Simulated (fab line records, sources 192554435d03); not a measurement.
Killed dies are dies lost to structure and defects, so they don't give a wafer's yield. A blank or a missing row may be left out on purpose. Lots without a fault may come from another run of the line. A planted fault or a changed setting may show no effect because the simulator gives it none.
fab line records | flow n5_finfet
record lots=5 wafers=14 last_day=16
route steps=1938 shown BEOL_M1@819 BEOL_M4@1111 PASSIVATION@1936
lots that met no fault: from a run of the same line without faults
start_h: hours from the record's first day to the start of the lot's first wafer shown | wait_h: hours since the lot's step before | " the same as in the row above | L1.1+2: a row that stands for several wafers | - no value, or no start given | * or withheld: withheld | < > ~ a bound
route shown NAME@n: a module of which the file shows steps, and the number in the route of the first | usual: mean/standard deviation of fault-free wafers | same: alike in all rows | chamber/n: place in a boat | sites: the reading at each site | _std_site: their standard deviation | _edge_site: outer sites' mean less inner sites' | radius_mm: how far each site lies from the wafer's centre | mask NAME#n: copy n | behind: the tool/chamber that last shaped the wafer | hold: why the lot was held/for how many hours/how that ended | device: the transistor (n, p or np) that didn't switch | end of line: the same wafers' tests at the end of the route | a step without rows: its recipe alone | killed: dies lost to structure and defects at the first sort, not the wafer's yield | map: a wafer's dies, x killed, . not, _ none there
set.NAME: the setting as run; set.NAME@STEP: as run at that earlier step | model.NAME: the simulator's own value behind a step, which no gauge read
lots at some steps of the route; a table a step, a row a wafer
services: from which hour (start_h, from the record's first day; less than 0 if before it) a tool's chamber was out of use, for how many hours, and why
## steps
# step N5_BEOL_M1_ANNEAL_82
# recipe temp_c=400 time_s=240 ambient=vacuum
# step N5_BEOL_M1_SPUTTER_86
# recipe material=Cu target_thk_a=45 temp_c=-20 chamber_pressure_pa=0.07 power_w=withheld time_s=8.29
# step N5_BEOL_M1_ANNEAL_87
# recipe temp_c=400 time_s=240 ambient=vacuum
# step N5_BEOL_M1_SPUTTER_88
# recipe material=Cu target_thk_a=45 temp_c=-20 chamber_pressure_pa=0.07 power_w=withheld time_s=8.29
# step N5_BEOL_M1_ANNEAL_89
# recipe temp_c=400 time_s=240 ambient=vacuum
# usual heater_power_w=816/78
# columns lot.wafer tool chamber start_h wait_h heater_power_w
L165.1 pvd_sputter-02 - 135.70 0.0 803
L165.3 " - " " 847
L165.4 " - " " 900
L164.2 pvd_sputter-03 - 157.99 0.0 888
L164.4 " - " " 862
L164.6 " - " " 856
L173.2 pvd_sputter-02 - 189.77 0.0 921
L173.6 " - " " 834
L178.1 pvd_sputter-02 - 218.71 0.0 863
L178.2 " - " " 741
L178.3 " - " " 788
L183.1 pvd_sputter-03 - 243.46 0.0 835
L183.4 " - " " 659
L183.6 " - " " 681
# step N5_BEOL_M1_SPUTTER_90
# recipe material=Cu target_thk_a=45 temp_c=-20 chamber_pressure_pa=0.07 power_w=withheld time_s=8.29
# step N5_BEOL_M1_ANNEAL_91
# recipe temp_c=400 time_s=240 ambient=vacuum
# usual heater_power_w=816/77
# columns lot.wafer tool chamber start_h wait_h heater_power_w
L165.1 pvd_sputter-02 - 135.92 0.0 801
L165.3 " - " " 853
L165.4 " - " " 903
L164.2 pvd_sputter-03 - 158.21 0.0 878
L164.4 " - " " 851
L164.6 " - " " 839
L173.2 pvd_sputter-02 - 190.01 0.0 912
L173.6 " - " " 854
L178.1 pvd_sputter-02 - 218.93 0.0 845
L178.2 " - " " 771
L178.3 " - " " 755
L183.1 pvd_sputter-03 - 243.68 0.0 851
L183.4 " - " " 650
L183.6 " - " " 656
# step N5_BEOL_M1_SPUTTER_92
# recipe material=Cu target_thk_a=45 temp_c=-20 chamber_pressure_pa=0.07 power_w=withheld time_s=8.29
# step N5_BEOL_M1_ANNEAL_93
# recipe temp_c=400 time_s=240 ambient=vacuum
# usual heater_power_w=816/77
# columns lot.wafer tool chamber start_h wait_h heater_power_w
L165.1 pvd_sputter-02 - 136.14 0.0 797
L165.3 " - " " 876
L165.4 " - " " 877
L164.2 pvd_sputter-03 - 158.43 0.0 891
L164.4 " - " " 857
L164.6 " - " " 821
L173.2 pvd_sputter-02 - 190.26 0.0 895
L173.6 " - " " 839
L178.1 pvd_sputter-02 - 219.15 0.0 855
L178.2 " - " " 758
L178.3 " - " " 758
L183.1 pvd_sputter-03 - 243.90 0.0 848
L183.4 " - " " 670
L183.6 " - " " 667
# step N5_BEOL_M1_SPUTTER_94
# recipe material=Cu target_thk_a=45 temp_c=-20 chamber_pressure_pa=0.07 power_w=withheld time_s=8.29
# step N5_BEOL_M1_ANNEAL_95
# recipe temp_c=400 time_s=240 ambient=vacuum
# usual heater_power_w=817/79
# columns lot.wafer tool chamber start_h wait_h heater_power_w
L165.1 pvd_sputter-02 - 136.36 0.0 778
L165.3 " - " " 866
L165.4 " - " " 918
L164.2 pvd_sputter-03 - 158.65 0.0 892
L164.4 " - " " 838
L164.6 " - " " 835
L173.2 pvd_sputter-02 - 190.51 0.0 914
L173.6 " - " " 869
L178.1 pvd_sputter-02 - 219.37 0.0 859
L178.2 " - " " 746
L178.3 " - " " 768
L183.1 pvd_sputter-03 - 244.12 0.0 859
L183.4 " - " " 673
L183.6 " - " " 656
# step N5_BEOL_M1_SPUTTER_96
# recipe material=Cu target_thk_a=45 temp_c=-20 chamber_pressure_pa=0.07 power_w=withheld time_s=8.29
# step N5_BEOL_M1_ECD_50
# recipe material=Cu target_thk_a=3000
# columns lot.wafer tool chamber start_h wait_h model.Cu_of_BEOL_M1_ECD_50.thk_nm
L165.1 ecd_cu-01 0 136.62 0.1 295.6
L165.3 " 1 " " 296.2
L165.4 " 0 " " 300.6
L164.2 ecd_cu-02 1 158.90 0.1 302.6
L164.4 " 1 " " 300.2
L164.6 " 0 " " 307.8
L173.2 ecd_cu-02 0 190.79 0.1 553.6
L173.6 " 0 " " 299.4
L178.1 ecd_cu-01 0 219.63 0.1 299.4
L178.2 " 1 " " 299.8
L178.3 " 0 " " 300
L183.1 ecd_cu-01 1 244.37 0.1 299.4
L183.4 " 1 " " 298.6
L183.6 " 0 " " 301
# step N5_BEOL_M1_ANNEAL_51
# recipe temp_c=225 time_s=90 ambient=N2
# usual wafer_temp_C_max=226.0/0.4
# columns lot.wafer tool chamber start_h wait_h wafer_temp_C_max
L165.1 rtp_anneal-01 0 136.69 0.1 225.9
L165.3 " 0 " " 226.6
L165.4 " 0 " " 227.0
L164.2 rtp_anneal-01 0 159.03 0.1 226.8
L164.4 " 0 " " 226.4
L164.6 " 0 " " 226.2
L173.2 rtp_anneal-02 0 191.01 0.2 225.6
L173.6 " 0 " " 225.7
L178.1 rtp_anneal-01 0 219.71 0.1 226.2
L178.2 " 0 " " 226.1
L178.3 " 0 " " 225.8
L183.1 rtp_anneal-01 0 244.45 0.1 226.5
L183.4 " 0 " " 226.4
L183.6 " 0 " " 226.1
# step N5_BEOL_M1_CMP_52
# recipe stop_on=SiOC t_overpolish_s=6.8 down_force_psi=1 platen_rpm=50 clearing_platen_down_force_psi=1.5 clearing_platen_rpm=50 post_cmp_clean=cu_alkaline target_thk_nm=40 clearing_platen_pad_velocity_m_s=0.99484 pad_velocity_m_s=0.99484
# usual motor_current_A=6.2/0.52 time_to_endpoint_s=63/5.1
# columns lot.wafer tool chamber start_h wait_h motor_current_A time_to_endpoint_s
L165.3 cmp-02 1 136.99 0.2 6.7 63
L165.1 " 2 " " 5.5 59
L165.4 " 0 " " 6.1 68
L164.4 cmp-01 0 159.34 0.2 6.7 57
L164.2 " 3 " " 6.2 70
L164.6 " 1 " " 5.9 68
L173.2 cmp-01 1 191.30 0.2 6.1 118
L173.6 " 1 " " 5.9 64
L178.1 cmp-04 1 220.32 0.5 6.0 63
L178.2 " 2 " " 5.2 63
L178.3 " 3 " " 7.2 56
L183.4 cmp-02 2 244.75 0.1 5.5 59
L183.1 " 0 " " 6.3 67
L183.6 " 2 " " 5.6 60
# step N5_BEOL_M1_THK_MEAS_53
# recipe thk_meas_gauge=xrf reads=Cu_of_BEOL_M1_ECD_50
# usual M1_THK=41.6/2.1
# columns lot.wafer tool chamber start_h wait_h M1_THK[nm]
L165.1 film_metro-02 - 137.29 - 40.9
L165.3 " - " " 38.9
L165.4 " - " " 42.7
L164.2 film_metro-02 - 159.64 - 43.0
L164.4 " - " " 38.5
L164.6 " - " " 42.0
L173.2 film_metro-02 - 191.55 - 41.1
L173.6 " - " " 41.4
L178.1 film_metro-02 - 220.58 - 41.1
L178.2 " - " " 40.9
L178.3 " - " " 38.8
L183.1 film_metro-02 - 245.05 - 43.3
L183.4 " - " " 41.0
L183.6 " - " " 39.9
# step N5_BEOL_M4_RC_MEAS_101
# usual DIBL_N=36.9/2.1 DIBL_P=37.1/2.5 IOFF_N=0.17/0.039 IOFF_P=0.23/0.043 ION_N=673/15 ION_P=462/9.1 SS_N=71.8/0.69 SS_P=73.6/0.74 VT_N=250/3.6 VT_P=-249.7/2.9
# columns lot.wafer tool chamber start_h wait_h DIBL_N[mV/V] DIBL_P[mV/V] IOFF_N[nA/um] IOFF_P[nA/um] ION_N[uA/um] ION_P[uA/um] SS_N[mV/dec] SS_P[mV/dec] VT_N[mV] VT_P[mV]
L165.1 prober-02 0 177.68 0.0 38.0 38.5 0.19 0.26 676 470 72.5 74.5 248 -245.8
L165.3 " 0 " " 34.6 34.4 0.13 0.18 653 447 71.3 73.0 254 -249.8
L165.4 " 0 " " 35.9 38.0 0.17 0.25 668 464 71.7 73.8 251 -246.4
L164.2 prober-01 0 185.74 0.2 36.8 37.2 0.15 0.17 656 444 71.6 72.9 253 -253.3
L164.4 " 0 " " 35.9 36.2 0.14 0.17 670 448 71.2 72.6 253 -256.1
L164.6 " 0 " " 37.9 38.3 0.18 0.20 670 457 71.5 73.4 250 -251.9
L173.2 prober-01 0 224.87 0.2 36.7 35.3 0.14 0.21 675 467 71.2 73.8 256 -251.4
L173.6 " 0 " " 38.9 37.7 0.18 0.25 657 451 72.2 74.4 250 -247.9
L178.1 prober-01 0 257.49 0.0 37.7 38.6 0.18 0.25 681 471 71.3 73.1 248 -247.8
L178.2 " 0 " " 39.9 40.1 0.20 0.27 669 458 72.0 74.2 249 -248.6
L178.3 " 0 " " 35.8 35.0 0.14 0.19 671 467 70.7 73.1 253 -252.3
L183.1 prober-01 0 283.97 0.0 37.0 35.9 0.18 0.20 680 461 72.4 73.5 249 -250.5
L183.4 " 0 " " 37.0 38.2 0.19 0.25 680 463 71.8 74.2 246 -246.9
L183.6 " 0 " " 39.0 40.5 0.22 0.28 679 463 72.7 74.5 246 -246.6
# step N5_PASSIVATION_PROBE_49
# usual defect_limited_yield=91.3/1.4 killed_at_M0_to_M3=32/9.5 killed_at_M4_up=14/5.2 killed_at_contacts=13/5.7 killed_at_front_end=41/12 killed_at_other=3.5/2.6 killed_dies=103/17 killed_open=68/14 killed_short=32/7 sort_bin_5_function=5.0/0.91 sort_bin_6_memory=3.3/0.7 sort_n_pass=1076/17 sort_yield_pct=91.2/1.4
# same gross_dies=1180 killed_at_back_side=0 sort_bin_4_leakage[%]=0 sort_bin_8_speed[%]=0
# columns lot.wafer tool chamber start_h wait_h defect_limited_yield[%] killed_at_M0_to_M3 killed_at_M4_up killed_at_contacts killed_at_front_end killed_at_other killed_dies killed_open killed_short sort_bin_5_function[%] sort_bin_6_memory[%] sort_n_pass sort_yield_pct[%]
L165.1 prober-02 - 273.98 0.0 92.1 24 13 20 32 4 93 61 30 4.2 3.4 1087 92.1
L165.3 prober-02 - 274.08 0.1 91.9 28 20 18 26 3 95 67 21 4.3 3.0 1085 91.9
L165.4 prober-02 - 274.13 0.2 92.8 20 24 18 20 3 85 61 23 4.7 2.5 1095 92.8
L164.2 prober-02 - 289.76 0.1 91.6 26 18 16 33 6 99 68 30 5.3 3.0 1081 91.6
L164.4 prober-02 - 289.86 0.2 87.5 44 19 32 47 5 147 94 51 7.6 4.4 1033 87.5
L164.6 prober-02 - 289.96 0.3 90.5 35 16 23 37 1 112 78 34 5.7 3.6 1068 90.5
L173.2 prober-02 - 331.30 0.1 89.9 30 17 15 52 5 119 73 44 6.7 3.0 1061 89.9
L173.6 prober-02 - 331.50 0.3 92.8 18 8 15 42 2 85 56 27 3.9 3.0 1095 92.8
L178.1 prober-02 - 359.24 0.0 90.8 35 10 17 42 5 109 74 34 5.4 3.1 1071 90.8
L178.2 prober-02 - 359.29 0.1 92.0 38 6 6 42 2 94 60 34 4.2 3.6 1086 92.0
L178.3 prober-02 - 359.34 0.1 93.2 29 10 6 27 8 80 50 30 3.6 3.1 1100 93.2
L183.1 prober-01 - 389.90 0.0 91.0 47 7 10 37 5 106 71 32 5.1 3.6 1074 91.0
L183.4 prober-01 - 390.05 0.2 89.7 33 28 17 36 7 121 85 34 5.6 4.0 1059 89.7
L183.6 prober-01 - 390.15 0.3 90.0 40 18 9 47 4 118 73 41 6.1 3.7 1062 90.0
# killed by level:class
L165.1 MOL_CONTACT_COAG:geometric_particle:open=17 BEOL_M0_SAQP:geometric_particle:short=5 FIN_SAQP:geometric_particle:open=4 STI_FIN_REVEAL:geometric_particle:open=4 DUMMY_GATE:geometric_particle:open=4 GATE_CUT:geometric_particle:short=4 BEOL_M1:geometric_particle:open=4 SDB:geometric_particle:short=3
L165.3 MOL_CONTACT_COAG:geometric_particle:open=15 BEOL_M4:geometric_particle:open=9 BEOL_M3:geometric_particle:open=8 HKMG_FIN:area_etch=7 BEOL_M0_SAQP:geometric_particle:open=5 DUMMY_GATE:geometric_particle:open=4 GATE_CUT:geometric_particle:short=4 BEOL_M5:geometric_particle:open=4
L165.4 BEOL_M4:geometric_particle:open=16 MOL_CONTACT_COAG:geometric_particle:open=14 GATE_CUT:geometric_particle:short=6 BEOL_M1:geometric_particle:open=6 MOL_CONTACT_COAG:geometric_particle:short=4 BEOL_M0_SAQP:geometric_particle:short=4 BEOL_M3:geometric_particle:open=4 BEOL_M5:geometric_particle:open=4
L164.2 MOL_CONTACT_COAG:geometric_particle:open=11 BEOL_M4:geometric_particle:open=7 STI_FIN_REVEAL:geometric_particle:open=5 DUMMY_GATE:geometric_particle:open=5 BEOL_M3:geometric_particle:open=5 MOL_CONTACT_COAG:geometric_particle:short=5 BEOL_M3:geometric_particle:short=5 BEOL_M0:geometric_particle:open=4
L164.4 MOL_CONTACT_COAG:geometric_particle:open=21 STI_FIN_REVEAL:geometric_particle:open=11 MOL_CONTACT_COAG:geometric_particle:short=11 BEOL_M3:geometric_particle:open=11 BEOL_M4:geometric_particle:open=10 BEOL_M0_SAQP:geometric_particle:short=9 FIN_SAQP:geometric_particle:open=7 BEOL_M2:geometric_particle:open=7
L164.6 MOL_CONTACT_COAG:geometric_particle:open=19 STI_FIN_REVEAL:geometric_particle:open=13 BEOL_M3:geometric_particle:open=8 FIN_SAQP:geometric_particle:open=7 BEOL_M1:geometric_particle:open=6 BEOL_M4:geometric_particle:open=6 FIN_SAQP:geometric_particle:short=5 GATE_CUT:geometric_particle:short=4
L173.2 FIN_SAQP:geometric_particle:open=19 BEOL_M4:geometric_particle:open=12 FIN_SAQP:geometric_particle:short=11 MOL_CONTACT_COAG:geometric_particle:open=11 STI_FIN_REVEAL:geometric_particle:open=9 BEOL_M0_SAQP:geometric_particle:short=8 BEOL_M0_SAQP:geometric_particle:open=6 BEOL_M2:geometric_particle:open=4
L173.6 FIN_SAQP:geometric_particle:open=16 MOL_CONTACT_COAG:geometric_particle:open=14 FIN_SAQP:geometric_particle:short=8 GATE_CUT:geometric_particle:short=6 BEOL_M3:geometric_particle:short=4 BEOL_M4:geometric_particle:open=4 STI_FIN_REVEAL:geometric_particle:open=3 BEOL_M0:geometric_particle:open=3
L178.1 MOL_CONTACT_COAG:geometric_particle:open=16 BEOL_M0_SAQP:geometric_particle:open=14 BEOL_M0_SAQP:geometric_particle:short=13 FIN_SAQP:geometric_particle:open=12 BEOL_M4:geometric_particle:open=8 GATE_CUT:geometric_particle:short=8 STI_FIN_REVEAL:geometric_particle:open=5 BEOL_M2:geometric_particle:open=5
L178.2 BEOL_M0_SAQP:geometric_particle:short=15 FIN_SAQP:geometric_particle:open=9 BEOL_M0_SAQP:geometric_particle:open=8 FIN_SAQP:geometric_particle:short=7 STI_FIN_REVEAL:geometric_particle:open=7 BEOL_M0:geometric_particle:open=6 MOL_CONTACT_COAG:geometric_particle:open=5 GATE_CUT:geometric_particle:short=4
L178.3 BEOL_M0_SAQP:geometric_particle:short=11 BEOL_M0_SAQP:geometric_particle:open=11 BEOL_M4:geometric_particle:open=7 FIN_SAQP:geometric_particle:open=6 GATE_CUT:geometric_particle:short=6 MOL_CONTACT_COAG:geometric_particle:open=5 STARTING-WAFER:geometric_particle:open=5 DUMMY_GATE:geometric_particle:open=4
L183.1 BEOL_M2:geometric_particle:open=16 BEOL_M0_SAQP:geometric_particle:open=12 FIN_SAQP:geometric_particle:open=9 STI_FIN_REVEAL:geometric_particle:open=8 MOL_CONTACT_COAG:geometric_particle:open=8 BEOL_M0_SAQP:geometric_particle:short=6 FIN_SAQP:geometric_particle:short=5 STARTING-WAFER:geometric_particle:short=4
L183.4 MOL_CONTACT_COAG:geometric_particle:open=15 BEOL_M2:geometric_particle:open=13 FIN_SAQP:geometric_particle:short=10 BEOL_M4:geometric_particle:open=10 BEOL_M0_SAQP:geometric_particle:short=7 BEOL_M0_SAQP:geometric_particle:open=6 BEOL_M5:geometric_particle:open=6 FIN_SAQP:geometric_particle:open=5
L183.6 MOL_CONTACT_COAG:geometric_particle:open=9 BEOL_M2:geometric_particle:open=9 FIN_SAQP:geometric_particle:open=8 STI_FIN_REVEAL:geometric_particle:open=8 FIN_SAQP:geometric_particle:short=7 BEOL_M3:geometric_particle:open=7 BEOL_M4:geometric_particle:open=7 BEOL_M0_SAQP:geometric_particle:short=6
## services
# columns tool chamber start_h hours kind
cmp-01 - 153.97 4.1 pm
cmp-02 - 154.51 1.9 repair
ecd_cu-02 - 155.47 0.9 repair
ecd_cu-02 - 166.12 0.7 repair
cmp-04 - 172.72 1.8 repair
rtp_anneal-02 - 212.99 3.6 pm
cmp-02 - 220.16 0.4 repair
cmp-02 - 235.04 8.3 pm
## key
first_sign step=N5_BEOL_M1_CMP_52 reading=time_to_endpoint_s direction=up sigmas=11 usual=* struck=*
effect none on later readings
model_effect step=N5_BEOL_M1_ECD_50 value=Cu_of_BEOL_M1_ECD_50.thk_nm without=300 struck=553.6
met_at N5_BEOL_M1_ECD_50
struck_wafers L173.2
onset_between 158.90 190.79
fault kind=process_parameter_drift tool=ecd_cu-02 chamber=- onset_h=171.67 steps=N5_BEOL_M1_ECD_50 channel=target_thk_a offset=* shape=step end_h=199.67 scope=struck_wafers_only acts_in=* stated=*
